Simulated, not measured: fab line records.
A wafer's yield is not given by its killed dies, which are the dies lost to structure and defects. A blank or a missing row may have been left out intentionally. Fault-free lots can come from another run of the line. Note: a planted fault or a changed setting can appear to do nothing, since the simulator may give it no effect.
Matching of chambers ; flow n5_finfet ; 4 sister chambers for N5_HKMG_FIN_HK_ALD_01 on ald_hk-03
The step deposits HfO2, target thk 1.6 nm, pulse time 3 s, purge time 3 s. 8 wafers are shown with their chamber, then 9 later ones without.

## WAFERS PAIRED WITH THEIR CHAMBERS
wafer;chamber;precursor_pulse_height_rel
L080.4;3;0.991
L081.3;1;1.016
L084.3;1;0.970
L084.4;2;0.979
L084.6;0;0.992
L093.2;0;0.991
L093.4;3;0.988
L093.6;2;0.982

## WAFERS WITH NO CHAMBER GIVEN
wafer;precursor_pulse_height_rel
L095.1;0.968
L095.3;1.000
L095.6;1.020
L096.1;1.012
L096.4;0.992
L096.5;0.980
L097.1;0.995
L097.3;0.965
L097.6;1.013

## THE CHAMBER EACH PASSED THROUGH
wafer;from the rows above;in truth
L095.1;can't be placed: 2 or 3 or 0 or 1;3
L095.3;can't be placed: 1 or 0 or 3 or 2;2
L095.6;can't be placed: 1 or 0 or 3 or 2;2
L096.1;can't be placed: 1 or 0 or 3 or 2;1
L096.4;can't be placed: 0 or 1 or 3 or 2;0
L096.5;can't be placed: 2 or 3 or 0 or 1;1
L097.1;can't be placed: 1 or 0 or 3 or 2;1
L097.3;can't be placed: 2 or 3 or 0 or 1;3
L097.6;can't be placed: 1 or 0 or 3 or 2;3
0 of 9 placed correctly. Not placeable from these rows: 9 (in 9, the candidates include the true chamber). Placed wrongly: 0.
How it was worked out, from the rows above alone: a wafer's distance from a chamber is the root of the sum, over the readings, of the square of ((its reading less the chamber's mean) divided by the reading's scatter). If the next closest chamber is less than 2 further off than the closest, the wafer can't be placed; otherwise it belongs to the closest. A chamber's mean is the mean of its shown wafers. The scatter: the root of (the sum of the squares of (reading less its chamber's mean) over the shown wafers, divided by (wafers less chambers)).
